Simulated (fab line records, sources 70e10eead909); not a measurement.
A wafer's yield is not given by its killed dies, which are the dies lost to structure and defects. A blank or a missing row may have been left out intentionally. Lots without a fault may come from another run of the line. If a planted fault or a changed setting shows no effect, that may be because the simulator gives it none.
fab line records -- flow nand_harc
record: lots: 12, wafers: 36, last_day: 25
route steps=1159 shown P_CONTACT@235 P_M0@258
lots that met no fault: from a run of the same line without faults
start_h: hours from the record's opening day to when the first of the lot's shown wafers began -- wait_h: how many hours have passed since the lot's step before this one -- " as in the row above -- L1.1+2: several wafers, shown together as one row -- - value missing, or start not given -- * or withheld: withheld -- < > ~ a bound
route shown NAME@n: names a module that has steps shown in the file, with the first one's number in the route -- usual: mean and standard deviation over wafers with no fault -- same: alike in all rows -- chamber/n: place in a boat -- sites: readings site by site -- _std_site: how widely they spread, as a standard deviation -- _edge_site: inner sites' mean taken away from outer sites' mean -- radius_mm: how far each site lies from the wafer's centre -- mask NAME#n: copy n -- behind: tool/chamber where the wafer was last shaped -- hold: cause of the lot's hold/its duration in hours/its outcome -- device: the transistor (n, p or np) that didn't switch -- end of line: the same wafers' tests at the end of the route -- step lacking rows: just its recipe -- killed: the dies lost at the first sort to structure and to defects; this is not the yield of the wafer -- map: a wafer's dies, x killed, . not, _ none there
set.NAME: the setting that was run; set.NAME@STEP: the one run at that earlier step -- model.NAME: the simulator's own value behind a step, which no gauge read
the route's steps for a sample of lots (tables are steps, rows are wafers)
services: the hour from which a tool's chamber was out of use, counted from the record's first day as start_h (under 0 if before that day), plus the number of hours and why
== steps ==
step: NHARC_P_CONTACT_DESCUM_17
recipe: time_s: 3, o2_flow_sccm: 200, ar_flow_sccm: 0, bias_power_w: 0, chemistry: O2
usual: drypump_motor_current_A: 5.9/0.43, oes_product_au: 1.003/0.0091, rf_vpp_V: 57.6/0.85, showerhead_plenum_p_Torr: 1.87/0.049, throttle_valve_pct: 11.313/0.0096
lot.wafer,tool,chamber,start_h,wait_h,drypump_motor_current_A,oes_product_au,rf_hours_counter_h,rf_vpp_V,showerhead_plenum_p_Torr,throttle_valve_pct
L104.2,rie_diel-07,3,114.83,0.1,6.3,1.016,5,57.8,1.87,11.302
L104.6,rie_diel-07,1,114.83,0.1,5.8,1.014,-,59.4,1.78,11.293
L104.5,rie_diel-07,2,114.83,0.1,6.1,1.008,-,57.8,1.86,11.324
L105.4,rie_diel-07,1,117.01,0.1,5.8,1.004,6,57.2,1.78,11.322
L105.3,rie_diel-07,2,117.01,0.1,6.2,1.012,6,57.7,1.86,11.309
L105.6,rie_diel-07,0,117.01,0.1,5.8,0.999,-,57.6,1.88,11.332
L108.2,rie_diel-10,1,131.41,0.1,5.2,0.991,13,58.0,1.84,11.317
L108.4,rie_diel-10,3,131.41,0.1,5.6,0.993,-,58.6,1.90,11.299
L108.6,rie_diel-10,1,131.41,0.1,5.2,0.990,-,58.4,1.84,11.300
L110.1,rie_diel-10,1,152.54,0.1,5.2,1.000,16,59.4,1.84,11.308
L110.2,rie_diel-10,2,152.54,0.1,6.5,1.015,13,56.6,1.96,11.309
L110.4,rie_diel-10,3,152.54,0.1,5.6,0.996,-,57.7,1.90,11.321
L111.3,rie_diel-10,3,155.95,0.1,5.6,0.988,16,56.7,1.90,11.309
L111.6,rie_diel-10,3,155.95,0.1,5.6,0.987,-,57.7,1.90,11.305
L111.4,rie_diel-10,1,155.95,0.1,5.2,0.990,-,58.1,1.84,11.310
L112.3,rie_diel-07,3,156.81,0.1,6.3,1.015,9,57.0,1.87,11.314
L112.2,rie_diel-07,0,156.81,0.1,5.8,1.005,9,57.2,1.88,11.318
L112.1,rie_diel-07,2,156.81,0.1,6.1,1.009,10,57.3,1.86,11.304
L118.1,rie_diel-07,1,186.97,0.1,5.8,1.002,11,57.6,1.78,11.318
L118.6,rie_diel-07,0,186.97,0.1,5.8,1.009,-,58.6,1.87,11.308
L118.5,rie_diel-07,1,186.97,0.1,5.8,1.013,-,57.1,1.78,11.320
L117.4,rie_diel-07,2,192.75,0.1,6.1,1.000,14,56.5,1.85,11.301
L117.3,rie_diel-07,0,192.75,0.1,5.8,0.993,14,55.9,1.87,11.332
L117.5,rie_diel-07,3,192.75,0.1,6.2,0.998,-,58.4,1.87,11.317
L120.4,rie_diel-07,2,201.78,0.1,6.1,1.002,15,56.0,1.85,11.310
L120.3,rie_diel-07,3,201.78,0.1,6.2,0.997,15,57.1,1.87,11.321
L120.5,rie_diel-07,0,201.78,0.1,5.8,0.994,-,56.8,1.87,11.308
L121.2,rie_diel-07,3,213.33,0.1,6.3,1.015,16,57.0,1.87,11.328
L121.1,rie_diel-07,2,213.33,0.1,6.1,1.010,16,55.0,1.85,11.307
L121.5,rie_diel-07,3,213.33,0.1,6.3,1.013,-,56.6,1.87,11.320
L125.1,rie_diel-05,2,231.26,0.1,5.3,1.007,22,57.3,1.94,11.323
L125.2,rie_diel-05,3,231.26,0.1,6.7,0.981,20,56.3,1.82,11.301
L125.5,rie_diel-05,1,231.26,0.1,5.2,1.002,-,57.1,1.97,11.307
L126.2,rie_diel-10,0,240.73,0.1,5.7,0.997,4,57.3,1.89,11.331
L126.3,rie_diel-10,1,240.73,0.1,5.2,0.993,4,58.8,1.84,11.319
L126.1,rie_diel-10,2,240.73,0.1,6.5,1.009,5,57.4,1.95,11.311
step: NHARC_P_CONTACT_PVD_32
recipe: target_thk_a: 50, chamber_pressure_pa: 5, power_w: 5000, substrate_temp_c: 200, time_s: 17.7, material: Ti
usual: throttle_valve_pct: 29.9/1.1
lot.wafer,tool,chamber,start_h,wait_h,throttle_valve_pct
L104.2,pvd_sputter-02,-,-,-,31.2
L104.5,pvd_sputter-02,-,-,-,30.8
L104.6,pvd_sputter-02,-,-,-,31.3
L105.3,pvd_sputter-02,-,-,-,27.7
L105.4,pvd_sputter-02,-,-,-,31.5
L105.6,pvd_sputter-02,-,-,-,30.6
L108.2,pvd_sputter-02,-,-,-,31.2
L108.4,pvd_sputter-02,-,-,-,30.5
L108.6,pvd_sputter-02,-,-,-,31.5
L110.4,pvd_sputter-01,-,-,-,29.9
L110.1,pvd_sputter-01,-,-,-,30.0
L110.2,pvd_sputter-01,-,-,-,29.0
L111.3,pvd_sputter-02,-,-,-,31.4
L111.4,pvd_sputter-02,-,-,-,31.6
L111.6,pvd_sputter-02,-,-,-,28.0
L112.2,pvd_sputter-02,-,-,-,30.4
L112.1,pvd_sputter-02,-,-,-,31.1
L112.3,pvd_sputter-02,-,-,-,31.4
L118.1,pvd_sputter-03,-,-,-,30.3
L118.6,pvd_sputter-03,-,-,-,30.2
L118.5,pvd_sputter-03,-,-,-,29.6
L117.4,pvd_sputter-02,-,-,-,30.6
L117.3,pvd_sputter-02,-,-,-,31.2
L117.5,pvd_sputter-02,-,-,-,31.2
L120.3,pvd_sputter-03,-,-,-,29.1
L120.4,pvd_sputter-03,-,-,-,29.6
L120.5,pvd_sputter-03,-,-,-,30.4
L121.2,pvd_sputter-03,-,-,-,29.5
L121.1,pvd_sputter-03,-,-,-,28.8
L121.5,pvd_sputter-03,-,-,-,29.9
L125.2,pvd_sputter-01,-,-,-,28.8
L125.1,pvd_sputter-01,-,-,-,30.7
L125.5,pvd_sputter-01,-,-,-,28.9
L126.3,pvd_sputter-02,-,-,-,31.2
L126.2,pvd_sputter-02,-,-,-,27.5
L126.1,pvd_sputter-02,-,-,-,30.7
step: NHARC_P_M0_SOFTBAKE_04
recipe: temp_c: 105, time_s: 55
usual: heater_power_total_W: 188.45/0.14
lot.wafer,tool,chamber,start_h,wait_h,heater_power_total_W
L104.2,litho_track-01,0,125,-,188.72
L104.5,litho_track-01,0,125,-,188.56
L104.6,litho_track-01,0,125,-,188.43
L105.3,litho_track-01,0,125,-,188.35
L105.4,litho_track-01,0,125,-,188.48
L105.6,litho_track-01,0,125,-,188.38
L108.2,litho_track-04,0,135,-,188.70
L108.4,litho_track-04,0,135,-,188.72
L108.6,litho_track-04,0,135,-,188.55
L110.1,litho_track-01,0,156,-,188.52
L110.2,litho_track-01,0,156,-,188.32
L110.4,litho_track-01,0,156,-,188.49
L111.3,litho_track-06,0,161,-,188.43
L111.4,litho_track-06,0,161,-,188.29
L111.6,litho_track-06,0,161,-,188.43
L112.1,litho_track-01,0,162,-,188.47
L112.2,litho_track-01,0,162,-,188.42
L112.3,litho_track-01,0,162,-,188.65
L118.1,litho_track-04,0,190,-,188.45
L118.5,litho_track-04,0,190,-,188.44
L118.6,litho_track-04,0,190,-,188.70
L117.3,litho_track-01,0,198,-,181.91
L117.4,litho_track-01,0,198,-,182.14
L117.5,litho_track-01,0,198,-,181.75
L120.3,litho_track-06,0,215,-,188.68
L120.4,litho_track-06,0,215,-,188.43
L120.5,litho_track-06,0,215,-,188.47
L121.1,litho_track-01,0,219,-,181.71
L121.2,litho_track-01,0,219,-,181.75
L121.5,litho_track-01,0,219,-,181.80
L125.1,litho_track-06,0,236,-,188.40
L125.2,litho_track-06,0,236,-,188.31
L125.5,litho_track-06,0,236,-,188.42
L126.1,litho_track-04,0,244,-,188.32
L126.2,litho_track-04,0,244,-,188.61
L126.3,litho_track-04,0,244,-,188.37
step: NHARC_P_M0_DESCUM_14
recipe: time_s: 3, o2_flow_sccm: 200, ar_flow_sccm: 0, bias_power_w: 0, chemistry: O2
usual: drypump_motor_current_A: 5.7/0.44, oes_product_au: 1.001/0.0082, rf_vpp_V: 57.9/0.9, showerhead_plenum_p_Torr: 1.95/0.061, throttle_valve_pct: 11.311/0.0089
lot.wafer,tool,chamber,start_h,wait_h,drypump_motor_current_A,oes_product_au,rf_hours_counter_h,rf_vpp_V,showerhead_plenum_p_Torr,throttle_valve_pct
L104.2,rie_diel-12,1,125.69,0.1,5.9,1.010,6,58.6,2.01,11.321
L104.6,rie_diel-12,1,125.69,0.1,6.0,1.009,-,57.2,2.01,11.318
L104.5,rie_diel-12,2,125.69,0.1,6.0,0.993,-,58.8,1.95,11.307
L105.3,rie_diel-02,2,126.18,0.1,5.2,1.000,11,58.7,1.94,11.310
L105.4,rie_diel-02,0,126.18,0.1,5.9,0.989,8,58.1,2.03,11.316
L105.6,rie_diel-02,2,126.18,0.1,5.1,0.995,-,59.2,1.94,11.308
L108.2,rie_diel-12,2,136.38,0.1,6.0,0.980,6,59.5,1.95,11.297
L108.4,rie_diel-12,3,136.38,0.1,6.1,0.992,7,57.4,1.80,11.315
L108.6,rie_diel-12,0,136.38,0.1,6.4,1.000,-,57.5,1.82,11.299
L110.1,rie_diel-11,1,156.86,0.1,5.3,1.000,9,56.7,1.95,11.302
L110.2,rie_diel-11,3,156.86,0.1,5.7,1.002,9,56.4,1.85,11.303
L110.4,rie_diel-11,0,156.86,0.1,5.7,0.994,9,57.5,1.82,11.313
L111.4,rie_diel-02,3,162.56,0.1,5.4,1.002,0,57.8,1.97,11.316
L111.3,rie_diel-02,0,162.56,0.1,6.0,1.003,0,59.1,2.03,11.317
L111.6,rie_diel-02,3,162.56,0.1,5.5,1.004,-,56.2,1.97,11.309
L112.3,rie_diel-11,2,162.71,0.1,5.0,0.995,9,56.9,1.93,11.306
L112.2,rie_diel-11,3,162.71,0.1,5.6,1.006,11,56.7,1.85,11.313
L112.1,rie_diel-11,0,162.71,0.1,5.7,1.003,10,57.1,1.82,11.298
L118.1,rie_diel-02,1,191.18,0.1,6.3,1.013,2,58.6,1.95,11.305
L118.6,rie_diel-02,3,191.18,0.1,5.5,1.009,-,58.1,1.97,11.300
L118.5,rie_diel-02,0,191.18,0.1,6.0,1.006,-,58.5,2.03,11.317
L117.3,rie_diel-11,3,199.37,0.1,5.6,1.020,0,57.5,1.85,11.309
L117.4,rie_diel-11,0,199.37,0.1,5.7,0.999,0,56.9,1.82,11.314
L117.5,rie_diel-11,2,199.37,0.1,5.0,1.015,-,58.2,1.93,11.298
L120.4,rie_diel-02,2,215.68,0.1,5.2,1.005,4,58.6,1.94,11.312
L120.3,rie_diel-02,3,215.68,0.1,5.5,0.998,4,58.7,1.97,11.297
L120.5,rie_diel-02,0,215.68,0.1,6.0,1.000,-,57.7,2.03,11.297
L121.1,rie_diel-12,3,219.94,0.1,6.1,1.000,2,56.4,1.79,11.312
L121.2,rie_diel-12,0,219.94,0.1,6.4,1.002,1,57.7,1.81,11.307
L121.5,rie_diel-12,2,219.94,0.1,5.9,1.002,-,58.2,1.95,11.314
L125.2,rie_diel-02,2,236.94,0.1,5.2,0.996,5,59.0,1.94,11.310
L125.1,rie_diel-02,1,236.94,0.1,6.4,1.008,5,57.2,1.95,11.311
L125.5,rie_diel-02,2,236.94,0.1,5.1,1.004,-,56.9,1.94,11.331
L126.2,rie_diel-11,2,244.80,0.1,5.0,0.992,2,57.4,1.93,11.326
L126.1,rie_diel-11,3,244.80,0.1,5.6,1.017,2,57.1,1.85,11.308
L126.3,rie_diel-11,0,244.80,0.1,5.7,0.998,2,56.2,1.82,11.310
== services ==
tool,chamber,start_h,hours,kind
litho_track-01,-,93.00,7.0,pm
rie_diel-02,1,93.73,14.4,repair
pvd_sputter-03,-,102.00,10.0,pm
rie_diel-10,0,102.83,23.3,repair
rie_diel-05,-,104.28,0.5,repair
rie_diel-05,3,115.46,15.4,repair
litho_track-06,-,117.00,7.0,pm
rie_diel-10,0,130.00,56.1,repair
rie_diel-10,2,131.00,11.5,repair
rie_diel-05,3,137.49,9.1,repair
litho_track-04,-,141.00,7.0,pm
rie_diel-11,2,149.06,7.7,repair
rie_diel-02,-,150.70,9.0,pm
rie_diel-07,1,151.37,16.3,repair
pvd_sputter-01,-,158.00,10.0,pm
rie_diel-10,3,163.48,50.2,repair
pvd_sputter-03,-,167.14,8.3,repair
rie_diel-10,-,189.32,9.0,pm
rie_diel-11,-,189.50,9.0,pm
rie_diel-12,-,202.40,9.0,pm
rie_diel-10,1,205.37,6.8,repair
pvd_sputter-02,-,214.01,10.0,pm
rie_diel-07,-,228.23,9.0,pm
rie_diel-12,0,228.30,1.2,repair
== key ==
first_sign: step: NHARC_P_M0_SOFTBAKE_04, reading: heater_power_total_W, direction: down, sigmas: 48, usual: *, struck: *
effect none on later readings
met_at NHARC_P_M0_SOFTBAKE_04
struck_lots L117,L121
not_acting_at NHARC_P_CONTACT_DESCUM_17,NHARC_P_CONTACT_PVD_32,NHARC_P_M0_DESCUM_14
onset_between 162 198
fault: kind: process_parameter_drift, tool: litho_track-01, chamber: -, onset_h: 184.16, steps: NHARC_P_M0_SOFTBAKE_04, channel: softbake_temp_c, offset: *, shape: step, end_h: 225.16, acts_in: *, stated: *
